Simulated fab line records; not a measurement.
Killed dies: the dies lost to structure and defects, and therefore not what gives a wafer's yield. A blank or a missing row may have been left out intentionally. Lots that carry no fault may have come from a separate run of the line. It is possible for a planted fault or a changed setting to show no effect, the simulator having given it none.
Which tool did it?    flow n5 finfet    Sampling: 24 lots, 72 wafers, 3 of 1938 route steps

== WHAT THE GAUGES READ, wafer by wafer ==
N5_STI_FIN_REVEAL_THK_MEAS_05. Usual: thk nm reads 131.0 nm (standard deviation 1.1).
lot   measured     on             thk nm (nm)        flag
L074  day 2 11:47  film metro-01  129.7 131.7 130.0  
L075  day 2 19:35  film metro-01  131.7 131.4 132.1  
L076  day 2 21:31  film metro-02  131.6 133.3 131.3  
L077  day 3 03:22  film metro-02  129.9 128.8 129.3  
L078  day 3 09:18  film metro-01  130.7 129.1 129.2  
L079  day 3 14:45  film metro-01  132.0 132.9 133.4  
L080  day 3 22:29  film metro-02  130.5 130.4 130.3  
L081  day 4 04:23  film metro-01  132.3 132.9 131.9  
L082  day 4 10:16  film metro-02  128.8 128.0 130.1  
L083  day 4 17:04  film metro-02  132.8 131.4 132.0  
L084  day 5 02:38  film metro-02  130.7 132.1 130.2  
L085  day 5 08:38  film metro-01  131.8 131.7 132.8  
L086  day 5 13:04  film metro-01  131.7 130.9 131.5  
L087  day 5 16:10  film metro-01  131.1 131.6 131.8  
L088  day 5 21:10  film metro-02  131.4 130.0 131.0  
L089  day 6 04:45  film metro-02  129.4 130.5 130.1  
L090  day 6 09:03  film metro-01  129.1 131.4 129.5  
L091  day 6 16:02  film metro-01  131.9 133.2 131.2  
L092  day 6 21:11  film metro-02  131.2 131.7 130.9  
L093  day 7 03:58  film metro-01  132.5 130.8 132.3  
L094  day 7 10:35  film metro-02  130.9 130.4 130.6  
L095  day 7 15:54  film metro-01  131.3 130.1 131.0  
L096  day 7 22:05  film metro-02  129.7 131.5 132.3  
L097  day 8 03:08  film metro-01  130.0 130.0 131.3  

N5_DUMMY_GATE_OVL_MEAS_16. Usual: GATE_OVL gives -0.6 nm (standard deviation 0.76).
lot   measured     on          GATE_OVL (nm)   flag
L074  day 2 23:50  overlay-02  -0.9 -1.7 -0.5  
L075  day 3 09:41  overlay-02  -0.5 -0.4 -0.6  
L076  day 3 09:28  overlay-01  -0.3 -0.2 -1.7  
L077  day 3 17:23  overlay-02  -0.3 -0.9 -1.8  
L078  day 3 21:43  overlay-02  -1.4 -1.4 -0.6  
L079  day 4 04:58  overlay-02  -0.5 -1.0 -1.6  
L080  day 4 21:35  overlay-01  -0.2 0.1 0.6    
L081  day 4 18:52  overlay-02  -1.5 -1.5 -0.6  
L082  day 5 03:13  overlay-01  -0.6 0.3 -1.2   
L083  day 5 06:46  overlay-01  -1.7 0.1 -0.9   
L084  day 5 15:04  overlay-01  -0.3 -0.8 -0.8  
L085  day 5 21:28  overlay-02  -0.9 -1.0 -0.8  
L086  day 6 01:22  overlay-01  0.3 0.0 -0.1    
L087  day 6 11:40  overlay-01  -1.8 -1.9 -1.8  
L088  day 6 09:31  overlay-02  -0.5 -1.4 -1.8  
L089  day 6 17:56  overlay-02  0.3 -0.4 0.2    
L090  day 6 21:20  overlay-01  0.2 0.1 0.8     
L091  day 7 04:30  overlay-01  -0.6 -1.1 -0.7  
L092  day 7 09:18  overlay-01  -0.1 -0.6 0.1   
L093  day 7 16:16  overlay-01  -1.2 -0.2 -0.8  
L094  day 7 22:54  overlay-01  -0.9 0.7 -0.7   
L095  day 8 04:11  overlay-02  0.2 -2.6 -0.1   
L096  day 8 10:58  overlay-01  -0.1 -1.1 -2.0  
L097  day 8 16:02  overlay-01  -0.1 -1.0 -1.2  

N5_DUMMY_GATE_INSPECT_17: inspects for defects (brightfield). Usual: raw defect count reads 202 (standard deviation 55).
lot   measured     on                 raw defect count  flag
L074  day 2 23:53  defect inspect-02  285 242 274       
L075  day 3 09:44  defect inspect-01  201 220 224       
L076  day 3 09:32  defect inspect-01  210 148 204       
L077  day 3 17:27  defect inspect-02  190 225 261       
L078  day 3 21:46  defect inspect-02  180 144 163       
L079  day 4 05:01  defect inspect-02  203 195 142       
L080  day 4 21:38  defect inspect-01  175 210 193       
L081  day 4 18:55  defect inspect-01  273 264 249       
L082  day 5 03:16  defect inspect-02  249 130 295       
L083  day 5 06:49  defect inspect-01  92 175 259        
L084  day 5 15:07  defect inspect-01  159 195 173       
L085  day 5 21:31  defect inspect-02  212 262 253       
L086  day 6 01:26  defect inspect-01  182 124 122       
L087  day 6 11:44  defect inspect-01  200 262 207       
L088  day 6 09:34  defect inspect-01  236 164 183       
L089  day 6 17:59  defect inspect-01  425 310 286       
L090  day 6 21:23  defect inspect-01  152 164 123       
L091  day 7 04:33  defect inspect-02  149 130 101       
L092  day 7 09:21  defect inspect-02  166 123 137       
L093  day 7 16:20  defect inspect-01  211 198 258       
L094  day 7 22:58  defect inspect-02  187 126 145       
L095  day 8 04:14  defect inspect-02  217 202 162       
L096  day 8 11:01  defect inspect-01  191 296 247       
L097  day 8 16:06  defect inspect-01  139 140 143       

== WHAT TOOL EACH LOT RAN ON (gives the tool, then ch and the chambers of the sampled wafers, and finally the start) ==
No process step before these readings appears in the record.

== WHAT THE TOOLS THEMSELVES READ (means of the sampled wafers that have a number; where no wafer has one, the mark that the record gives instead) ==
The record holds no such reading with a usual standard deviation.

== THE ANSWER, worked out from the rows above alone ==
Rule: a lot is off if the mean of its wafers that have a number lies more than 3 standard deviations from the usual mean. A lot without any number at a reading at which 4 lots or more have one is off too. All remaining lots with rows at the step are treated as sound. After the gauges, taken in route order, come the tools' own readings; for these a lot's mean is taken, as printed above. At the first step where some lot is off, the reading lying furthest off is the one used; lots without a number count as furthest.
Nothing can be told from this: no lot is off at any reading shown.

== WHAT THE SIMULATOR HAD PUT IN ==
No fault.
